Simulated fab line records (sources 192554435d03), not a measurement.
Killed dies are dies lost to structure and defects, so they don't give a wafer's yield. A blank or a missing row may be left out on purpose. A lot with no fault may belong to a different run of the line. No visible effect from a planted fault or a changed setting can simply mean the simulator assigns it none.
Chamber matching + flow n5Finfet + N5_MOL_CONTACT_COAG_ETCH_15 on rieDiel-06 has 4 sister chambers
The step etches SiNx in CH3F/O2, stops on Si:P, target depth 7 nm. 22 wafers are shown with their chamber, then 11 later ones without.

WAFERS WITH THEIR CHAMBER
| wafer  | chamber | rfVppV (V) | showerheadPlenumPTorr (Torr) | throttleValvePct (%) |
|--------|---------|------------|------------------------------|----------------------|
| L075.1 | 2       | 288        | 1.99                         | 16.46                |
| L075.4 | 0       | 286        | 1.94                         | 16.34                |
| L075.6 | 2       | 289        | 1.99                         | 16.46                |
| L078.1 | 2       | 289        | 1.99                         | 16.46                |
| L078.2 | 1       | 306        | 2.00                         | 16.67                |
| L078.3 | 0       | 285        | 1.94                         | 16.36                |
| L082.1 | 3       | 291        | 1.90                         | 16.70                |
| L082.4 | 2       | 289        | 1.99                         | 16.48                |
| L082.5 | 0       | 285        | 1.93                         | 16.38                |
| L084.1 | 1       | 304        | 2.00                         | 16.68                |
| L084.2 | 2       | 290        | 1.99                         | 16.50                |
| L084.4 | 0       | 286        | 1.93                         | 16.38                |
| L085.3 | 1       | 304        | 2.00                         | 16.67                |
| L085.4 | 2       | 288        | 1.99                         | 16.49                |
| L085.5 | 0       | 285        | 1.93                         | 16.39                |
| L087.2 | 1       | 306        | 1.99                         | 16.70                |
| L087.4 | 2       | 289        | 1.98                         | 16.50                |
| L087.5 | 1       | 304        | 1.99                         | 16.70                |
| L088.3 | 1       | 304        | 1.99                         | 16.69                |
| L088.4 | 0       | 285        | 1.93                         | 16.42                |
| L088.5 | 1       | 306        | 1.99                         | 16.70                |
| L091.3 | 2       | 289        | 1.98                         | 16.52                |

SIGNATURES, as means of the wafers listed above
| reading               | chamber 0 | chamber 1 | chamber 2 | chamber 3 | scatter within a chamber |
|-----------------------|-----------|-----------|-----------|-----------|--------------------------|
| rfVppV                | 285.33    | 304.86    | 288.88    | 291.00    | 0.784                    |
| showerheadPlenumPTorr | 1.9333    | 1.9943    | 1.9875    | 1.9000    | 0.00503                  |
| throttleValvePct      | 16.3783   | 16.6871   | 16.4838   | 16.7000   | 0.0216                   |
Rule: for each reading, subtract the chamber's mean from the wafer's reading, divide by that reading's scatter and square the result; add these up over the readings and take the root, which gives the wafer's distance from the chamber. If the next closest chamber is less than 2 further off than the closest, the wafer can't be placed; otherwise it belongs to the closest. The scatter: take each reading less its chamber's mean, square it, sum over the shown wafers, divide by the number of wafers less the number of chambers, and take the root.

WAFERS WHOSE CHAMBER IS MISSING
| wafer  | rfVppV (V) | showerheadPlenumPTorr (Torr) | throttleValvePct (%) |
|--------|------------|------------------------------|----------------------|
| L091.4 | 296        | 2.15                         | 16.27                |
| L091.5 | 288        | 1.98                         | 16.53                |
| L092.1 | 288        | 1.93                         | 16.40                |
| L092.2 | 294        | 2.15                         | 16.28                |
| L092.5 | 290        | 1.98                         | 16.53                |
| L095.1 | 289        | 1.98                         | 16.54                |
| L095.4 | 304        | 1.99                         | 16.73                |
| L095.6 | 288        | 1.93                         | 16.43                |
| L097.1 | 289        | 1.98                         | 16.55                |
| L097.2 | 286        | 1.92                         | 16.44                |
| L097.5 | 286        | 1.92                         | 16.43                |

CHAMBER TAKEN BY EACH
| wafer  | from the rows above | in truth                   |
|--------|---------------------|----------------------------|
| L091.4 | 2                   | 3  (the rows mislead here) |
| L091.5 | 2                   | 2                          |
| L092.1 | 0                   | 0                          |
| L092.2 | 2                   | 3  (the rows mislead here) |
| L092.5 | 2                   | 2                          |
| L095.1 | 2                   | 2                          |
| L095.4 | 1                   | 1                          |
| L095.6 | 0                   | 0                          |
| L097.1 | 2                   | 2                          |
| L097.2 | 0                   | 0                          |
| L097.5 | 0                   | 0                          |
Correctly placed: 9 of 11. Not placeable from these rows: 0. Wrongly placed: 2.
